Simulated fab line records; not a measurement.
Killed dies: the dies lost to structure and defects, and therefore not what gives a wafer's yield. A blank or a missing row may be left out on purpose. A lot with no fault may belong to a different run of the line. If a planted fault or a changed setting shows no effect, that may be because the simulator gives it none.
The tool behind it: which one? | flow n5Finfet | Sampling: 10 lots, 30 wafers, 2 of 1938 route steps

== WHAT THE GAUGES SHOWED, per wafer ==
N5_BEOL_M1_THK_MEAS_53: measures by xrf.
lot  | measured     | on           | M1_THK (nm)
L586 | day 7 00:36  | filmMetro-01 | 38.7 40.6 40.9
L587 | day 7 17:35  | filmMetro-01 | 41.4 41.3 41.4
L590 | day 7 22:48  | filmMetro-02 | 39.3 39.5 40.1
L591 | day 8 00:38  | filmMetro-02 | 40.2 40.0 42.6
L592 | day 8 11:10  | filmMetro-02 | 41.0 42.5 43.9
L593 | day 8 13:13  | filmMetro-02 | 40.3 42.3 42.4
L594 | day 8 15:58  | filmMetro-02 | 44.4 42.7 42.6
L606 | day 11 17:46 | filmMetro-02 | 40.5 42.6 41.4
L607 | day 12 01:50 | filmMetro-02 | 38.6 38.9 41.1
L608 | day 12 11:19 | filmMetro-01 | 38.8 40.3 38.5

== WHICH TOOL RAN EACH LOT (tool, then ch and the chambers of the sampled wafers, then the start) ==
lot  | N5_BEOL_M1_CMP_52
L586 | cmp-02 ch 2,3, day 7 00:20
L587 | cmp-01 ch 0,2,3, day 7 17:22
L590 | cmp-02 ch 0,3, day 7 22:31
L591 | cmp-02 ch 0,1,3, day 8 00:20
L592 | cmp-01 ch 0,3, day 8 10:53
L593 | cmp-01 ch 1,2,3, day 8 13:00
L594 | cmp-01 ch 1,2,3, day 8 15:40
L606 | cmp-04 ch 2,3, day 11 17:29
L607 | cmp-02 ch 0,3, day 12 01:33
L608 | cmp-02 ch 0,2,3, day 12 11:04
- N5_BEOL_M1_CMP_52: polishes, stops on SiOC, t overpolish 6.8 s, target thk 40 nm.

== THE ANSWER, worked out from the rows above alone ==
Rule: usual is defined by the lots themselves. The widest of any qualifying gaps counts: lots, ordered by their means at a reading, are off when they make up no more than a third of the lots, leave a main group of 4 or more, and stand apart from it by 3 or more times the standard deviation of that group's means. If all means in a main group match to the digits the tables above print for the reading, that group is not used. Also off: a lot with no number at a reading for which 4 or more lots have one. All remaining lots with rows at the step are treated as sound.
Nothing can be told from this: no lot is off at any reading shown.

== WHAT WAS PUT IN BY THE SIMULATOR ==
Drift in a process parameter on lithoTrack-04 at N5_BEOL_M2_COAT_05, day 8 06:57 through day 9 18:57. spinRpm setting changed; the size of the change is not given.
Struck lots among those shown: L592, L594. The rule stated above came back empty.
